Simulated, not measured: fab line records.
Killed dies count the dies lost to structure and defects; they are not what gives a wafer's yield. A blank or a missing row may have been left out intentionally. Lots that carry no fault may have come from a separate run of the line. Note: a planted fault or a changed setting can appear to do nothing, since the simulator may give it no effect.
Which of the tools did it? || flow n5 finfet || 9 lots with 27 wafers sampled at 5 steps, on a route of 1938 steps

== WHAT EACH GAUGE READ, for each wafer ==
N5_BEOL_M11_OVL_MEAS_29.
{"lot": "L867", "measured": "day 11 03:29", "on": "overlay-02", "V10_OVL (nm)": "1.1 1.1 -0.8"}
{"lot": "L866", "measured": "day 11 05:38", "on": "overlay-02", "V10_OVL (nm)": "0.3 1.3 1.3"}
{"lot": "L872", "measured": "day 12 16:52", "on": "overlay-01", "V10_OVL (nm)": "-0.5 0.4 -0.4"}
{"lot": "L875", "measured": "day 13 10:36", "on": "overlay-01", "V10_OVL (nm)": "-0.3 -1.7 -1.1"}
{"lot": "L874", "measured": "day 14 00:47", "on": "overlay-01", "V10_OVL (nm)": "-0.1 0.7 -0.4"}
{"lot": "L880", "measured": "day 15 04:49", "on": "overlay-02", "V10_OVL (nm)": "0.3 0.8 0.5"}
{"lot": "L882", "measured": "day 15 13:27", "on": "overlay-02", "V10_OVL (nm)": "-1.1 -0.9 -1.3"}
{"lot": "L887", "measured": "day 16 17:03", "on": "overlay-02", "V10_OVL (nm)": "-0.5 -0.9 0.5"}
{"lot": "L886", "measured": "day 16 20:31", "on": "overlay-02", "V10_OVL (nm)": "0.5 1.3 -0.2"}

N5_BEOL_M12_THK_MEAS_01.
{"lot": "L867", "measured": "day 11 07:03", "on": "film metro-02", "M12_ILD_THK (nm)": "658 642 664"}
{"lot": "L866", "measured": "day 11 10:39", "on": "film metro-01", "M12_ILD_THK (nm)": "639 639 659"}
{"lot": "L872", "measured": "day 12 21:12", "on": "film metro-01", "M12_ILD_THK (nm)": "648 656 668"}
{"lot": "L875", "measured": "day 13 15:32", "on": "film metro-02", "M12_ILD_THK (nm)": "653 645 678"}
{"lot": "L874", "measured": "day 14 04:19", "on": "film metro-02", "M12_ILD_THK (nm)": "668 670 665"}
{"lot": "L880", "measured": "day 15 10:14", "on": "film metro-02", "M12_ILD_THK (nm)": "1015 669 653"}
{"lot": "L882", "measured": "day 15 17:30", "on": "film metro-02", "M12_ILD_THK (nm)": "656 995 1020"}
{"lot": "L887", "measured": "day 16 20:41", "on": "film metro-01", "M12_ILD_THK (nm)": "646 657 655"}
{"lot": "L886", "measured": "day 17 00:22", "on": "film metro-01", "M12_ILD_THK (nm)": "659 660 675"}

== EACH LOT AND THE TOOL THAT RAN IT (in order: tool; ch and the chambers of the sampled wafers; start) ==
{"lot": "L867", "N5_BEOL_M11_ETCH_65": "rie diel-05 ch 0,1,2, day 11 03:35", "N5_BEOL_M11_STRIP_77": "rie diel-05 ch 0,1,2, day 11 06:55 or earlier", "N5_BEOL_M12_ILD_DEP_00": "pecvd-03 ch 0,1, day 11 06:55"}
{"lot": "L866", "N5_BEOL_M11_ETCH_65": "rie diel-01 ch 0,3, day 11 05:46", "N5_BEOL_M11_STRIP_77": "rie diel-01 ch 0,3, day 11 10:31 or earlier", "N5_BEOL_M12_ILD_DEP_00": "pecvd-04 ch 0,1, day 11 10:31"}
{"lot": "L872", "N5_BEOL_M11_ETCH_65": "rie diel-01 ch 0,3, day 12 17:00", "N5_BEOL_M11_STRIP_77": "rie diel-01 ch 0,3, day 12 21:04 or earlier", "N5_BEOL_M12_ILD_DEP_00": "pecvd-04 ch 0,2, day 12 21:04"}
{"lot": "L875", "N5_BEOL_M11_ETCH_65": "rie diel-04 ch 1,2,3, day 13 10:41", "N5_BEOL_M11_STRIP_77": "rie diel-04 ch 1,2,3, day 13 15:25 or earlier", "N5_BEOL_M12_ILD_DEP_00": "pecvd-03 ch 0,1,2, day 13 15:25"}
{"lot": "L874", "N5_BEOL_M11_ETCH_65": "rie diel-05 ch 0,1, day 14 00:52", "N5_BEOL_M11_STRIP_77": "rie diel-05 ch 0,1, day 14 04:10 or earlier", "N5_BEOL_M12_ILD_DEP_00": "pecvd-03 ch 0,2, day 14 04:10"}
{"lot": "L880", "N5_BEOL_M11_ETCH_65": "rie diel-04 ch 1,2, day 15 04:56", "N5_BEOL_M11_STRIP_77": "rie diel-04 ch 1,2, day 15 10:06 or earlier", "N5_BEOL_M12_ILD_DEP_00": "pecvd-03 ch 1,2, day 15 10:06"}
{"lot": "L882", "N5_BEOL_M11_ETCH_65": "rie diel-05 ch 0,1,2, day 15 13:32", "N5_BEOL_M11_STRIP_77": "rie diel-05 ch 0,1,2, day 15 17:19 or earlier", "N5_BEOL_M12_ILD_DEP_00": "pecvd-03 ch 1,2, day 15 17:19"}
{"lot": "L887", "N5_BEOL_M11_ETCH_65": "rie diel-05 ch 0,1,2, day 16 17:09", "N5_BEOL_M11_STRIP_77": "rie diel-05 ch 0,1,2, day 16 20:32 or earlier", "N5_BEOL_M12_ILD_DEP_00": "pecvd-02 ch 0,2, day 16 20:32"}
{"lot": "L886", "N5_BEOL_M11_ETCH_65": "rie diel-01 ch 0,2,3, day 16 20:46", "N5_BEOL_M11_STRIP_77": "rie diel-01 ch 0,2,3, day 17 00:14 or earlier", "N5_BEOL_M12_ILD_DEP_00": "pecvd-04 ch 0,2, day 17 00:14"}
- N5_BEOL_M11_ETCH_65: etches SiARC in CF4, target depth 39 nm, time 65 s.
- N5_BEOL_M11_STRIP_77: strips in N2/H2, time 10 s.
- N5_BEOL_M12_ILD_DEP_00: deposits SiOC from DEMS/O2, target thk 658.92 nm, time 130.7 s.

== AS READ BY THE TOOLS THEMSELVES (means over the sampled wafers that have a number; for cases with no such wafer, the mark the record gives instead) ==
N5_BEOL_M11_ETCH_65.
{"lot": "L867", "tool": "rie diel-05", "cf4 flow sccm (sccm)": 100.2, "drypump motor current A (A)": 5.5, "etch rf on time s (s)": 64.8, "oes product au (a.u.)": 0.66, "rf vpp V (V)": 184.2, "showerhead plenum p Torr (Torr)": 2.18, "throttle valve pct (%)": 15.54}
{"lot": "L866", "tool": "rie diel-01", "cf4 flow sccm (sccm)": 99.8, "drypump motor current A (A)": 5.5, "etch rf on time s (s)": 65.1, "oes product au (a.u.)": 0.64, "rf vpp V (V)": 183.7, "showerhead plenum p Torr (Torr)": 2.08, "throttle valve pct (%)": 15.50}
{"lot": "L872", "tool": "rie diel-01", "cf4 flow sccm (sccm)": 100.1, "drypump motor current A (A)": 5.4, "etch rf on time s (s)": 64.0, "oes product au (a.u.)": 0.66, "rf vpp V (V)": 183.7, "showerhead plenum p Torr (Torr)": 2.12, "throttle valve pct (%)": 15.55}
{"lot": "L875", "tool": "rie diel-04", "cf4 flow sccm (sccm)": 99.5, "drypump motor current A (A)": 6.1, "etch rf on time s (s)": 64.1, "oes product au (a.u.)": 0.77, "rf vpp V (V)": 183.8, "showerhead plenum p Torr (Torr)": 2.15, "throttle valve pct (%)": 15.33}
{"lot": "L874", "tool": "rie diel-05", "cf4 flow sccm (sccm)": 100.0, "drypump motor current A (A)": 5.3, "etch rf on time s (s)": 65.1, "oes product au (a.u.)": 0.69, "rf vpp V (V)": 184.5, "showerhead plenum p Torr (Torr)": 2.22, "throttle valve pct (%)": 15.54}
{"lot": "L880", "tool": "rie diel-04", "cf4 flow sccm (sccm)": 99.9, "drypump motor current A (A)": 6.2, "etch rf on time s (s)": 60.8, "oes product au (a.u.)": 0.78, "rf vpp V (V)": 184.4, "showerhead plenum p Torr (Torr)": 2.15, "throttle valve pct (%)": 15.33}
{"lot": "L882", "tool": "rie diel-05", "cf4 flow sccm (sccm)": 100.0, "drypump motor current A (A)": 5.5, "etch rf on time s (s)": 64.9, "oes product au (a.u.)": 0.72, "rf vpp V (V)": 184.6, "showerhead plenum p Torr (Torr)": 2.17, "throttle valve pct (%)": 15.45}
{"lot": "L887", "tool": "rie diel-05", "cf4 flow sccm (sccm)": 100.0, "drypump motor current A (A)": 5.5, "etch rf on time s (s)": 64.8, "oes product au (a.u.)": 0.70, "rf vpp V (V)": 183.6, "showerhead plenum p Torr (Torr)": 2.17, "throttle valve pct (%)": 15.47}
{"lot": "L886", "tool": "rie diel-01", "cf4 flow sccm (sccm)": 100.0, "drypump motor current A (A)": 5.4, "etch rf on time s (s)": 65.3, "oes product au (a.u.)": 0.67, "rf vpp V (V)": 183.4, "showerhead plenum p Torr (Torr)": 2.09, "throttle valve pct (%)": 15.62}

N5_BEOL_M11_STRIP_77.
{"lot": "L867", "tool": "rie diel-05", "drypump motor current A (A)": 5.5, "oes product au (a.u.)": 0.77, "rf vpp V (V)": 59.5, "showerhead plenum p Torr (Torr)": 2.58, "throttle valve pct (%)": 23.50}
{"lot": "L866", "tool": "rie diel-01", "drypump motor current A (A)": 5.6, "oes product au (a.u.)": 0.75, "rf vpp V (V)": 60.1, "showerhead plenum p Torr (Torr)": 2.47, "throttle valve pct (%)": 23.55}
{"lot": "L872", "tool": "rie diel-01", "drypump motor current A (A)": 5.4, "oes product au (a.u.)": 0.76, "rf vpp V (V)": 58.8, "showerhead plenum p Torr (Torr)": 2.50, "throttle valve pct (%)": 23.52}
{"lot": "L875", "tool": "rie diel-04", "drypump motor current A (A)": 6.1, "oes product au (a.u.)": 0.89, "rf vpp V (V)": 59.4, "showerhead plenum p Torr (Torr)": 2.55, "throttle valve pct (%)": 23.38}
{"lot": "L874", "tool": "rie diel-05", "drypump motor current A (A)": 5.3, "oes product au (a.u.)": 0.81, "rf vpp V (V)": 59.3, "showerhead plenum p Torr (Torr)": 2.64, "throttle valve pct (%)": 23.49}
{"lot": "L880", "tool": "rie diel-04", "drypump motor current A (A)": 6.3, "oes product au (a.u.)": 0.90, "rf vpp V (V)": 59.3, "showerhead plenum p Torr (Torr)": 2.54, "throttle valve pct (%)": 23.31}
{"lot": "L882", "tool": "rie diel-05", "drypump motor current A (A)": 5.5, "oes product au (a.u.)": 0.84, "rf vpp V (V)": 59.4, "showerhead plenum p Torr (Torr)": 2.57, "throttle valve pct (%)": 23.44}
{"lot": "L887", "tool": "rie diel-05", "drypump motor current A (A)": 5.5, "oes product au (a.u.)": 0.81, "rf vpp V (V)": 59.4, "showerhead plenum p Torr (Torr)": 2.56, "throttle valve pct (%)": 23.47}
{"lot": "L886", "tool": "rie diel-01", "drypump motor current A (A)": 5.5, "oes product au (a.u.)": 0.77, "rf vpp V (V)": 59.5, "showerhead plenum p Torr (Torr)": 2.47, "throttle valve pct (%)": 23.64}

N5_BEOL_M12_ILD_DEP_00.
{"lot": "L867", "tool": "pecvd-03", "heater power w (W)": 400, "run length s (s)": 176.1, "showerhead plenum p Torr (Torr)": 5.709, "throttle valve pct (%)": 11.6}
{"lot": "L866", "tool": "pecvd-04", "heater power w (W)": 442, "run length s (s)": 175.5, "showerhead plenum p Torr (Torr)": 5.684, "throttle valve pct (%)": 11.9}
{"lot": "L872", "tool": "pecvd-04", "heater power w (W)": 389, "run length s (s)": 174.9, "showerhead plenum p Torr (Torr)": 5.684, "throttle valve pct (%)": 11.7}
{"lot": "L875", "tool": "pecvd-03", "heater power w (W)": 506, "run length s (s)": 175.4, "showerhead plenum p Torr (Torr)": 5.710, "throttle valve pct (%)": 11.5}
{"lot": "L874", "tool": "pecvd-03", "heater power w (W)": 522, "run length s (s)": 176.1, "showerhead plenum p Torr (Torr)": 5.714, "throttle valve pct (%)": 11.3}
{"lot": "L880", "tool": "pecvd-03", "heater power w (W)": 539, "run length s (s)": 198.5, "showerhead plenum p Torr (Torr)": 5.713, "throttle valve pct (%)": 12.0}
{"lot": "L882", "tool": "pecvd-03", "heater power w (W)": 578, "run length s (s)": 221.9, "showerhead plenum p Torr (Torr)": 5.719, "throttle valve pct (%)": 11.6}
{"lot": "L887", "tool": "pecvd-02", "heater power w (W)": 509, "run length s (s)": 176.1, "showerhead plenum p Torr (Torr)": 5.701, "throttle valve pct (%)": 11.3}
{"lot": "L886", "tool": "pecvd-04", "heater power w (W)": 386, "run length s (s)": 175.0, "showerhead plenum p Torr (Torr)": 5.690, "throttle valve pct (%)": 11.8}

== THE ANSWER, worked out from the rows above alone ==
Rule: usual is defined by the lots themselves. Put in order of their means at a reading, lots are off if they are a third of the lots or fewer, leave a main group of 4 or more, and stand apart from it by a gap of 3 or more times the standard deviation of the main group's means; of several such gaps the widest counts. Not used: any main group whose means are identical at the precision the tables above print for the reading. Also off: a lot with no number at a reading for which 4 or more lots have one. Where the step has rows for the other lots, those lots are counted as sound. Order of review: gauges by route order, followed by the tools' own readings, for which a lot's mean as printed above is used. The first step at which some lot is off is used, and at that step the reading that is off furthest; a lot without a number counts as furthest.
Off: L880, L882, at N5_BEOL_M12_THK_MEAS_01 (M12_ILD_THK). Main group: mean 657 nm, sd 6.8.
A tool fits if, at a process step before that reading, it ran every lot that is off, and no sound lot after the first of them. The gauges at N5_BEOL_M12_THK_MEAS_01 aren't tried: what is off there is off at N5_BEOL_M12_ILD_DEP_00 too, on other tools, and a gauge's error can't cause that. Because N5_BEOL_M11_STRIP_77 lacks a start for some lots, the hours and order of its lots are taken from N5_BEOL_M12_ILD_DEP_00. One fits: pecvd-03 at N5_BEOL_M12_ILD_DEP_00. Its last sound lot is L874 (day 14 04:10), its first lot that is off L880 (day 15 10:06): a fault that began between those two fits.
On the lots that are off, the tool's own readings at N5_BEOL_M12_ILD_DEP_00 differ by more than 5 times the standard deviation of the sound lots' means, which bears it out; run length s reads 210.2 s there versus 175.6 s on the sound lots.

== WHAT THE SIMULATOR HAD INSERTED ==
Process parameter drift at N5_BEOL_M12_ILD_DEP_00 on pecvd-03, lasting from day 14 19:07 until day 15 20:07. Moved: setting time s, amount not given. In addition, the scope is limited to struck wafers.
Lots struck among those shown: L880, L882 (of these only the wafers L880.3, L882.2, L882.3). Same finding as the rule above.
